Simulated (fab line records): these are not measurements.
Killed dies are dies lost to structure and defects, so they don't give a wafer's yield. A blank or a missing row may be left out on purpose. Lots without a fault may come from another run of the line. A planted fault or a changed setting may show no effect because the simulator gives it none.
Chamber matching || flow n5-finfet || N5_FIN_SAQP_PECVD_06 on pecvd-02 has 3 sister chambers
The step deposits a-Si from SiH4/He, target thk 60 nm, time 48.1 s. 3 wafers are shown with their chamber, then 12 later ones without.

== WAFERS, EACH WITH ITS CHAMBER ==
{"wafer": "L081.4", "chamber": 1, "showerhead-plenum-p-Torr (Torr)": 5.74}
{"wafer": "L088.2", "chamber": 0, "showerhead-plenum-p-Torr (Torr)": 5.64}
{"wafer": "L088.4", "chamber": 2, "showerhead-plenum-p-Torr (Torr)": 5.63}

== WAFERS WITH NO CHAMBER GIVEN ==
{"wafer": "L090.2", "showerhead-plenum-p-Torr (Torr)": 5.64}
{"wafer": "L090.3", "showerhead-plenum-p-Torr (Torr)": 5.75}
{"wafer": "L090.4", "showerhead-plenum-p-Torr (Torr)": 5.75}
{"wafer": "L091.3", "showerhead-plenum-p-Torr (Torr)": 5.64}
{"wafer": "L091.4", "showerhead-plenum-p-Torr (Torr)": 5.64}
{"wafer": "L091.6", "showerhead-plenum-p-Torr (Torr)": 5.76}
{"wafer": "L093.4", "showerhead-plenum-p-Torr (Torr)": 5.65}
{"wafer": "L093.5", "showerhead-plenum-p-Torr (Torr)": 5.63}
{"wafer": "L093.6", "showerhead-plenum-p-Torr (Torr)": 5.75}
{"wafer": "L097.1", "showerhead-plenum-p-Torr (Torr)": 5.64}
{"wafer": "L097.3", "showerhead-plenum-p-Torr (Torr)": 5.74}
{"wafer": "L097.5", "showerhead-plenum-p-Torr (Torr)": 5.64}

== CHAMBER TAKEN BY EACH ==
{"wafer": "L090.2", "from the rows above": "can't be placed: 0 or 2", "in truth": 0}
{"wafer": "L090.3", "from the rows above": 1, "in truth": 1}
{"wafer": "L090.4", "from the rows above": 1, "in truth": 1}
{"wafer": "L091.3", "from the rows above": "can't be placed: 0 or 2", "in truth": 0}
{"wafer": "L091.4", "from the rows above": "can't be placed: 0 or 2", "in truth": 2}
{"wafer": "L091.6", "from the rows above": 1, "in truth": 1}
{"wafer": "L093.4", "from the rows above": "can't be placed: 0 or 2", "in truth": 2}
{"wafer": "L093.5", "from the rows above": "can't be placed: 2 or 0", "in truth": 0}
{"wafer": "L093.6", "from the rows above": 1, "in truth": 1}
{"wafer": "L097.1", "from the rows above": "can't be placed: 0 or 2", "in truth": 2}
{"wafer": "L097.3", "from the rows above": 1, "in truth": 1}
{"wafer": "L097.5", "from the rows above": "can't be placed: 0 or 2", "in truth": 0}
Placed correctly: 5 of 12. Not placeable from these rows: 7 (in 7, the candidates include the true chamber). Placed wrongly: 0.
How it was worked out, from the rows above alone: a wafer's distance from a chamber is the root of the sum, over the readings, of the square of ((its reading less the chamber's mean) divided by the reading's scatter). If the next closest chamber is less than 2 further off than the closest, the wafer can't be placed; otherwise it belongs to the closest. A chamber's mean is the mean of its shown wafers. The scatter: root of mean squared gap, hidden wafer to nearest shown wafer, with one shown wafer a chamber.
